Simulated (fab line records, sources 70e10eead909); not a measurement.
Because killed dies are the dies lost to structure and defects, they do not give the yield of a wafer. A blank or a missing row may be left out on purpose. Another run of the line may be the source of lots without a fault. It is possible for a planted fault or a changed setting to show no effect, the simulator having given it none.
Matching of chambers / flow nand_harc / rie_diel-07 running NHARC_P_M1_DESCUM_14: 4 sister chambers
The step chemistry O2, time 3 s. 16 wafers are shown with their chamber, then 8 later ones without.

## WAFERS PAIRED WITH THEIR CHAMBERS
wafer=L078.1; chamber=0; oes_product_au (a.u.)=0.991; rf_vpp_V (V)=58.8; o2_flow_sccm (sccm)=199.9
wafer=L078.3; chamber=3; oes_product_au (a.u.)=0.967; rf_vpp_V (V)=57.9; o2_flow_sccm (sccm)=200.8
wafer=L078.5; chamber=0; oes_product_au (a.u.)=0.986; rf_vpp_V (V)=57.3; o2_flow_sccm (sccm)=199.4
wafer=L079.1; chamber=3; oes_product_au (a.u.)=0.982; rf_vpp_V (V)=58.0; o2_flow_sccm (sccm)=200.8
wafer=L079.5; chamber=3; oes_product_au (a.u.)=0.980; rf_vpp_V (V)=57.8; o2_flow_sccm (sccm)=200.4
wafer=L079.6; chamber=0; oes_product_au (a.u.)=0.996; rf_vpp_V (V)=57.1; o2_flow_sccm (sccm)=199.9
wafer=L081.3; chamber=3; oes_product_au (a.u.)=0.972; rf_vpp_V (V)=58.3; o2_flow_sccm (sccm)=199.5
wafer=L081.4; chamber=1; oes_product_au (a.u.)=0.995; rf_vpp_V (V)=58.0; o2_flow_sccm (sccm)=199.4
wafer=L081.6; chamber=2; oes_product_au (a.u.)=1.011; rf_vpp_V (V)=57.0; o2_flow_sccm (sccm)=200.0
wafer=L082.1; chamber=2; oes_product_au (a.u.)=1.008; rf_vpp_V (V)=57.1; o2_flow_sccm (sccm)=199.9
wafer=L082.4; chamber=3; oes_product_au (a.u.)=0.984; rf_vpp_V (V)=57.0; o2_flow_sccm (sccm)=197.9
wafer=L082.5; chamber=0; oes_product_au (a.u.)=0.990; rf_vpp_V (V)=58.2; o2_flow_sccm (sccm)=200.2
wafer=L083.1; chamber=0; oes_product_au (a.u.)=0.986; rf_vpp_V (V)=59.0; o2_flow_sccm (sccm)=200.7
wafer=L083.2; chamber=1; oes_product_au (a.u.)=1.009; rf_vpp_V (V)=57.3; o2_flow_sccm (sccm)=199.2
wafer=L083.6; chamber=1; oes_product_au (a.u.)=1.008; rf_vpp_V (V)=58.0; o2_flow_sccm (sccm)=199.4
wafer=L088.2; chamber=3; oes_product_au (a.u.)=0.993; rf_vpp_V (V)=58.1; o2_flow_sccm (sccm)=200.9

SIGNATURES (averages over the wafers above)
reading=oes_product_au; chamber 0=0.98980; chamber 1=1.00400; chamber 2=1.00950; chamber 3=0.97967; scatter within a chamber=0.00717
reading=rf_vpp_V; chamber 0=58.080; chamber 1=57.767; chamber 2=57.050; chamber 3=57.850; scatter within a chamber=0.598
reading=o2_flow_sccm; chamber 0=200.020; chamber 1=199.333; chamber 2=199.950; chamber 3=200.050; scatter within a chamber=0.808
Rule: for a wafer and a chamber, the distance is found by dividing, reading by reading, the gap between the wafer's reading and the chamber's mean by the reading's scatter, squaring, summing and taking the root. If the next closest chamber is less than 2 further off than the closest, the wafer can't be placed; otherwise it belongs to the closest. The scatter: take each reading less its chamber's mean, square it, sum over the shown wafers, divide by the number of wafers less the number of chambers, and take the root.

## WAFERS MISSING THEIR CHAMBER
wafer=L088.4; oes_product_au (a.u.)=1.012; rf_vpp_V (V)=59.3; o2_flow_sccm (sccm)=199.6
wafer=L088.5; oes_product_au (a.u.)=0.995; rf_vpp_V (V)=57.8; o2_flow_sccm (sccm)=200.2
wafer=L091.4; oes_product_au (a.u.)=0.980; rf_vpp_V (V)=56.5; o2_flow_sccm (sccm)=199.2
wafer=L091.5; oes_product_au (a.u.)=1.021; rf_vpp_V (V)=56.6; o2_flow_sccm (sccm)=199.3
wafer=L091.6; oes_product_au (a.u.)=0.976; rf_vpp_V (V)=59.0; o2_flow_sccm (sccm)=200.9
wafer=L090.3; oes_product_au (a.u.)=0.983; rf_vpp_V (V)=57.2; o2_flow_sccm (sccm)=200.6
wafer=L090.5; oes_product_au (a.u.)=1.018; rf_vpp_V (V)=57.0; o2_flow_sccm (sccm)=200.8
wafer=L090.6; oes_product_au (a.u.)=0.985; rf_vpp_V (V)=57.7; o2_flow_sccm (sccm)=200.6

## CHAMBER TAKEN BY EACH
wafer=L088.4; from the rows above=can't be placed: 1 or 0 or 2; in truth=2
wafer=L088.5; from the rows above=can't be placed: 0 or 1 or 3 or 2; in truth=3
wafer=L091.4; from the rows above=can't be placed: 3 or 0 or 1 or 2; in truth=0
wafer=L091.5; from the rows above=can't be placed: 2 or 1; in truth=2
wafer=L091.6; from the rows above=can't be placed: 3 or 0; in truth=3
wafer=L090.3; from the rows above=can't be placed: 3 or 0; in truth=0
wafer=L090.5; from the rows above=can't be placed: 2 or 1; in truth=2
wafer=L090.6; from the rows above=can't be placed: 3 or 0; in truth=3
Correctly placed: 0 of 8. These rows do not allow placing 8 (true chamber among the candidates in 8). Wrongly placed: 0.
